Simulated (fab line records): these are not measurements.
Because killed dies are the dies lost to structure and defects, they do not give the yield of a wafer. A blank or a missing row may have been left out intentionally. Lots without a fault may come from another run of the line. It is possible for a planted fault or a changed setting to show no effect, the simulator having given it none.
fab line records | flow nand_harc
[record] lots = 6 wafers = 17 last_day = 34
route steps=1302 shown A_CHANNEL_HOLE_D2@604 A_CHANNEL_FILL_D2@610
lots that met no fault: taken from a fault-free run of the same line
start_h: the number of hours between the record's first day and the start of the first shown wafer of the lot | wait_h: hours since the lot's step before | " repeats the value in the row above | L1.1+2: a row that stands for several wafers | - value missing, or start not given | * or withheld: withheld | < > ~ a bound
route shown NAME@n: NAME is a module with steps in the file, n the number in the route of the first one | usual: mean/standard deviation of fault-free wafers | same: alike in all rows | chamber/n: place in a boat | sites: per-site readings | _std_site: their standard deviation | _edge_site: mean of outer sites minus mean of inner sites | radius_mm: how far each site lies from the wafer's centre | mask NAME#n: copy n | behind: the most recent tool/chamber to have shaped the wafer | hold: why the lot went on hold/how many hours it stayed there/how the hold came to an end | device: which transistor (n, p or np) failed to switch | end of line: the same wafers' tests at the end of the route | a step without rows: its recipe alone | killed: dies that structure and defects cost at the first sort, which is not the same as the wafer's yield | map: per-die view of a wafer (x killed, . not killed, _ where there is no die)
set.NAME: setting as actually run; set.NAME@STEP: the setting as run at that earlier step | model.NAME: the simulator's own value behind a step, which no gauge read
lots at some steps of the route; a table a step, a row a wafer
services: when a tool's chamber went out of use (start_h, in hours from the record's first day, below 0 if earlier), for how many hours, and the reason
[[steps]]
[step NHARC_A_CHANNEL_HOLE_D2_STRIP_28]
[recipe] o2_flow_sccm = 500 ar_flow_sccm = 0 bias_w = 0 chemistry = O2
[step NHARC_A_CHANNEL_HOLE_D2_PRECLEAN_29]
[recipe] time_s = * temp_c = 50 bath_age_min = 0 chemistry = SC1
[step NHARC_A_CHANNEL_HOLE_D2_SRD_30]
[step NHARC_A_CHANNEL_HOLE_D2_CD_MEAS_31]
[usual] cd_nm = 90.0/1.2
// columns lot.wafer tool chamber start_h wait_h cd_nm
L453.2 cd_sem-01 - 326.02 - 91.2
L453.3 " - " " 89.8
L453.4 " - " " 91.3
L459.1 cd_sem-01 - 388.70 - 90.3
L459.3 " - " " 89.0
L459.4 " - " " 90.7
L460.3 cd_sem-01 - 412.70 - 89.9
L460.4 " - " " 90.5
L460.6 " - " " 89.1
L464.4 cd_sem-01 - 449.20 - 88.3
L464.5 " - " " 90.6
L464.6 " - " " 90.7
L471.1 cd_sem-03 - 510.60 - 90.5
L471.3 " - " " 93.2
L472.1 cd_sem-02 - 531.11 - 88.8
L472.2 " - " " 89.7
L472.5 " - " " 89.2
[step NHARC_A_CHANNEL_HOLE_D2_XSEM_32]
[recipe] landing_energy_ev = 35000
[usual] bot_cd_nm = 74.5/1.4 bow_nm = 8.60/0.26 tilt_deg = 0.07/0.035
[same] landing_energy_ev = 35000
// columns lot.wafer tool chamber start_h wait_h bot_cd_nm bow_nm tilt_deg
L453.2 xsem-01 0 326.10 0.1 76.6 8.49 0.08
L453.3 " 0 " " 75.0 8.40 0.08
L453.4 " 0 " " 76.9 8.53 0.08
L459.1 xsem-01 0 388.78 0.1 74.7 8.53 0.06
L459.3 " 0 " " 73.2 8.66 0.06
L459.4 " 0 " " 74.5 8.62 0.06
L460.3 xsem-01 0 412.79 0.1 73.6 8.95 0.10
L460.4 " 0 " " 73.4 8.91 0.10
L460.6 " 0 " " 72.5 8.84 0.10
L464.4 xsem-02 0 449.29 0.1 72.3 8.77 0.05
L464.5 " 0 " " 75.4 8.89 0.05
L464.6 " 0 " " 74.8 8.85 0.05
L471.1 xsem-01 0 510.68 0.1 74.1 8.59 0.02
L471.3 " 0 " " 77.4 8.58 0.02
L472.1 xsem-01 0 531.20 0.1 72.2 8.36 0.12
L472.2 " 0 " " 73.4 8.37 0.12
L472.5 " 0 " " 72.9 8.39 0.12
[step NHARC_A_CHANNEL_HOLE_D2_INSPECT_40]
[usual] raw_defect_count = 273/73
// columns lot.wafer tool chamber start_h wait_h raw_defect_count
L453.2 defect_inspect-02 - 326.20 - 359
L453.3 " - " " 280
L453.4 " - " " 522
L459.1 defect_inspect-02 - 388.88 - 329
L459.3 " - " " 254
L459.4 " - " " 237
L460.3 defect_inspect-02 - 412.88 - 248
L460.4 " - " " 252
L460.6 " - " " 213
L464.4 defect_inspect-01 - 449.38 - 229
L464.5 " - " " 223
L464.6 " - " " 157
L471.1 defect_inspect-02 - 510.78 - 232
L471.3 " - " " 218
L472.1 defect_inspect-02 - 531.31 - 369
L472.2 " - " " 235
L472.5 " - " " 229
[step NHARC_A_CHANNEL_FILL_D2_PRECLEAN_00]
[recipe] time_s = * temp_c = 50 bath_age_min = 0 chemistry = SC1
[step NHARC_A_CHANNEL_FILL_D2_SRD_01]
[step NHARC_A_CHANNEL_FILL_D2_ALD_02]
[recipe] target_thk_a = 60 pulse_time_s = 10 ald_cycles = 60 temp_c = 300 material = SiO2
[usual] ald_cycles = 60/0 heater_power_w = 494/48 precursor_pulse_height_rel = 0.999/0.019
// columns lot.wafer tool chamber start_h wait_h ald_cycles heater_power_w precursor_pulse_height_rel
L453.3 ald_hk-02 2 326.46 - 60 503 0.970
L453.4 " 3 " " 60 529 0.987
L453.2 " 0 " " 60 507 1.010
L459.1 ald_hk-02 0 389.07 - 60 512 0.999
L459.4 " 2 " " 60 526 1.010
L459.3 " 3 " " 60 535 0.958
L460.3 ald_hk-04 2 413.22 - 60 534 0.998
L460.4 " 3 " " 60 460 1.025
L460.6 " 0 " " 60 555 1.010
L464.4 ald_hk-04 2 449.94 - 60 533 1.005
L464.6 " 1 " " 60 454 0.981
L464.5 " 2 " " 60 543 1.031
L471.3 ald_hk-04 0 511.12 - 60 561 0.980
L471.1 " 1 " " 60 459 1.067
L472.1 ald_hk-04 1 531.50 - 60 458 1.013
L472.2 " 3 " " 60 454 0.959
L472.5 " 2 " " 60 541 0.975
[step NHARC_A_CHANNEL_FILL_D2_ALD_03]
[recipe] target_thk_a = 60 pulse_time_s = 60 ald_cycles = 58 temp_c = 630 pressure_torr = 2 material = SiNx
[usual] ald_cycles = 58/0 chamber_pressure_Torr = 2.000/0.0045 precursor_pulse_height_rel = 0.999/0.017
// columns lot.wafer tool chamber start_h wait_h ald_cycles chamber_pressure_Torr precursor_pulse_height_rel
L453.2 ald_sin_batch-02 0 - - 58 2.004 0.993
L453.3 " 0 " " 58 2.001 0.989
L453.4 " 0 " " 58 2.004 0.998
L459.1 ald_sin_batch-01 0 - - 58 2.000 0.999
L459.3 " 0 " " 58 1.989 0.979
L459.4 " 0 " " 58 1.997 0.996
L460.3 ald_sin_batch-01 0 - - 58 2.001 1.010
L460.4 " 0 " " 58 2.005 0.971
L460.6 " 0 " " 58 2.004 1.023
L464.4 ald_sin_batch-01 0 - - 58 1.993 1.018
L464.5 " 0 " " 58 1.995 0.982
L464.6 " 0 " " 58 1.992 1.016
L471.1 ald_sin_batch-02 0 - - 58 1.993 0.997
L471.3 " 0 " " 58 1.999 1.001
L472.1 ald_sin_batch-01 0 - - 58 1.996 1.001
L472.2 " 0 " " 58 1.995 1.029
L472.5 " 0 " " 58 1.997 1.011
[step NHARC_A_CHANNEL_FILL_D2_ALD_14]
[recipe] target_thk_a = 25 pulse_time_s = 10 ald_cycles = 25 temp_c = 300 material = SiO2
[usual] ald_cycles = 25/0 heater_power_w = 497/45 precursor_pulse_height_rel = 1.005/0.018
// columns lot.wafer tool chamber start_h wait_h ald_cycles heater_power_w precursor_pulse_height_rel
L453.2 ald_hk-02 0 332.95 0.1 25 518 0.996
L453.3 " 1 " " 25 479 0.990
L453.4 " 2 " " 25 502 1.004
L459.4 ald_hk-02 3 396.09 0.0 25 539 1.016
L459.1 " 0 " " 25 517 1.005
L459.3 " 2 " " 25 516 1.005
L460.3 ald_hk-04 2 420.14 0.1 25 532 1.039
L460.4 " 3 " " 25 463 1.030
L460.6 " 3 " " 25 479 0.988
L464.4 ald_hk-02 0 456.97 0.1 25 506 1.002
L464.6 " 2 " " 25 512 1.002
L464.5 " 3 " " 25 546 1.014
L471.1 ald_hk-04 1 518.09 0.1 25 451 1.007
L471.3 " 2 " " 25 555 1.031
L472.2 ald_hk-04 2 538.59 0.1 25 537 1.010
L472.1 " 0 " " 25 557 1.027
L472.5 " 2 " " 25 543 1.018
[step NHARC_A_CHANNEL_FILL_D2_ALD_15]
[recipe] target_thk_a = 20 pulse_time_s = 60 ald_cycles = 19 temp_c = 630 pressure_torr = 2 material = SiNx
[usual] ald_cycles = 19/0 chamber_pressure_Torr = 2.001/0.0043 precursor_pulse_height_rel = 1.004/0.017
// columns lot.wafer tool chamber start_h wait_h ald_cycles chamber_pressure_Torr precursor_pulse_height_rel
L453.2 ald_sin_batch-02 0 - - 19 1.993 0.980
L453.3 " 0 " " 19 1.991 0.988
L453.4 " 0 " " 19 2.002 1.019
L459.1 ald_sin_batch-03 0 - - 19 1.996 1.016
L459.3 " 0 " " 19 1.998 1.019
L459.4 " 0 " " 19 2.001 0.979
L460.3 ald_sin_batch-01 0 - - 19 2.005 0.999
L460.4 " 0 " " 19 1.993 0.991
L460.6 " 0 " " 19 2.001 0.999
L464.4 ald_sin_batch-01 0 - - 19 2.004 1.001
L464.5 " 0 " " 19 2.004 1.024
L464.6 " 0 " " 19 2.003 0.993
L471.1 ald_sin_batch-02 0 - - 19 2.002 1.031
L471.3 " 0 " " 19 2.002 0.988
L472.1 ald_sin_batch-02 0 - - 19 2.008 1.033
L472.2 " 0 " " 19 1.997 0.996
L472.5 " 0 " " 19 2.006 1.031
[step NHARC_A_CHANNEL_FILL_D2_ALD_16]
[recipe] target_thk_a = 15 pulse_time_s = 10 ald_cycles = 15 temp_c = 300 material = SiO2
[usual] ald_cycles = 15/0 heater_power_w = 491/48 precursor_pulse_height_rel = 1.002/0.019
// columns lot.wafer tool chamber start_h wait_h ald_cycles heater_power_w precursor_pulse_height_rel
L453.2 ald_hk-03 3 338.08 0.0 15 547 0.991
L453.3 " 1 " " 15 423 0.973
L453.4 " 2 " " 15 407 0.996
L459.4 ald_hk-04 2 401.29 0.0 15 522 0.970
L459.1 " 3 " " 15 480 1.015
L459.3 " 1 " " 15 465 0.992
L460.3 ald_hk-04 3 425.29 0.0 15 468 0.981
L460.4 " 2 " " 15 533 0.985
L460.6 " 0 " " 15 542 1.016
L464.4 ald_hk-04 2 462.10 0.0 15 537 0.995
L464.6 " 2 " " 15 546 0.988
L464.5 " 3 " " 15 471 1.020
L471.3 ald_hk-04 1 523.23 0.1 15 467 1.041
L471.1 " 2 " " 17 548 1.035
L472.2 ald_hk-04 2 543.88 0.2 15 536 0.990
L472.1 " 0 " " 17 554 1.034
L472.5 " 2 " " 15 540 0.961
[step NHARC_A_CHANNEL_FILL_D2_ANNEAL_17]
[recipe] temp_c = 850 time_s = 1800
[[services]]
// columns tool chamber start_h hours kind
ald_hk-02 - 351.11 10.0 pm
ald_hk-02 0 351.11 10.0 vent_cycle
ald_hk-02 1 351.11 10.0 vent_cycle
ald_hk-02 2 351.11 10.0 vent_cycle
ald_hk-02 3 351.11 10.0 vent_cycle
ald_hk-02 0 361.11 - clean
ald_hk-02 1 361.11 - clean
ald_hk-02 2 361.11 - clean
ald_hk-02 3 361.11 - clean
xsem-01 - 374.00 14.0 pm
ald_hk-03 - 391.35 10.0 pm
ald_hk-04 - 435.58 10.0 pm
ald_hk-04 0 435.58 10.0 vent_cycle
ald_hk-04 1 435.58 10.0 vent_cycle
ald_hk-04 2 435.58 10.0 vent_cycle
ald_hk-04 3 435.58 10.0 vent_cycle
ald_hk-04 0 445.58 - clean
ald_hk-04 1 445.58 - clean
ald_hk-04 2 445.58 - clean
ald_hk-04 3 445.58 - clean
ald_sin_batch-01 - 506.21 26.0 pm
ald_hk-04 - 510.36 0.5 repair
ald_hk-02 0 534.37 10.0 vent_cycle
ald_hk-02 2 534.37 10.0 vent_cycle
[[key]]
[first_sign] step = NHARC_A_CHANNEL_FILL_D2_ALD_16 reading = ald_cycles direction = up sigmas = 99+ usual = 15 struck = 17
effect none on later readings
met_at NHARC_A_CHANNEL_FILL_D2_ALD_16
struck_wafers L471.1,L472.1
tester_left_out L471,L472
onset_between 462.10 523.23
[fault] kind = process_parameter_drift tool = ald_hk-04 chamber = - onset_h = 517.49 steps = NHARC_A_CHANNEL_FILL_D2_ALD_16 channel = ald_cycles offset = 2 shape = step end_h = 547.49 scope = struck_wafers_only acts_in = these_recipes_only stated = 15
// tester_left_out: of these lots the tester's yield and bins aren't shown, on N5 and GAA mostly nor the transistor test; their killed dies are dies lost to structure and defects alone, not to doping, threshold or leakage, so they don't give the yield
